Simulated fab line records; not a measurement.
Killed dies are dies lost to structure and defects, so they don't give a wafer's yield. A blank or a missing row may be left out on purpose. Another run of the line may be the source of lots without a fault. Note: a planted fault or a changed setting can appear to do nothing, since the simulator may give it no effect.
Chamber matching | flow n5 finfet | N5_BEOL_M5_STRIP_64 on rie diel-01: 4 sister chambers
The step strips in CF4. 14 wafers are shown with their chamber, then 7 later ones without.

## WAFERS, EACH WITH ITS CHAMBER
wafer  | chamber | drypump motor current A (A) | throttle valve pct (%) | oes product au (a.u.)
L075.3 | 3       | 5.6                         | 13.49                  | 0.76
L075.4 | 1       | 5.8                         | 13.27                  | 0.84
L075.6 | 1       | 5.8                         | 13.29                  | 0.84
L080.3 | 1       | 5.8                         | 13.30                  | 0.82
L080.4 | 0       | 4.9                         | 13.11                  | 0.92
L080.6 | 2       | 5.2                         | 13.55                  | 0.77
L082.2 | 1       | 5.8                         | 13.31                  | 0.83
L082.3 | 0       | 5.0                         | 13.11                  | 0.92
L082.6 | 0       | 4.9                         | 13.13                  | 0.91
L085.1 | 2       | 5.2                         | 13.57                  | 0.76
L085.3 | 1       | 5.8                         | 13.33                  | 0.83
L085.4 | 2       | 5.2                         | 13.58                  | 0.76
L088.2 | 2       | 5.2                         | 13.59                  | 0.75
L088.5 | 3       | 5.6                         | 13.56                  | 0.73

SIGNATURES (means of the wafers above)
reading                 | chamber 0 | chamber 1 | chamber 2 | chamber 3 | scatter within a chamber
drypump motor current A | 4.933     | 5.800     | 5.200     | 5.600     | 0.0258
throttle valve pct      | 13.1167   | 13.3000   | 13.5725   | 13.5250   | 0.0236
oes product au          | 0.9167    | 0.8320    | 0.7600    | 0.7450    | 0.00998
Rule: a wafer lies at a distance from a chamber equal to the root of the sum of squares, over the readings, of (its reading less the chamber's mean, divided by the reading's scatter). The wafer belongs to the nearest chamber; if the next one is less than 2 further off, it can't be placed. The scatter: the root of (the sum of the squares of (reading less its chamber's mean) over the shown wafers, divided by (wafers less chambers)).

## WAFERS WHOSE CHAMBER IS MISSING
wafer  | drypump motor current A (A) | throttle valve pct (%) | oes product au (a.u.)
L088.6 | 5.2                         | 13.60                  | 0.75
L096.3 | 4.9                         | 13.19                  | 0.87
L096.4 | 4.9                         | 13.18                  | 0.87
L096.6 | 5.2                         | 13.62                  | 0.75
L097.2 | 5.0                         | 13.17                  | 0.86
L097.3 | 5.6                         | 13.58                  | 0.72
L097.5 | 5.0                         | 13.17                  | 0.86

## WHICH CHAMBER EACH WENT THROUGH
wafer  | from the rows above | in truth
L088.6 | 2                   | 2
L096.3 | 0                   | 0
L096.4 | 0                   | 0
L096.6 | 2                   | 2
L097.2 | 0                   | 0
L097.3 | 3                   | 3
L097.5 | 0                   | 0
Correct placement for 7 of the 7. From these rows, 0 cannot be placed. Number placed wrongly: 0.
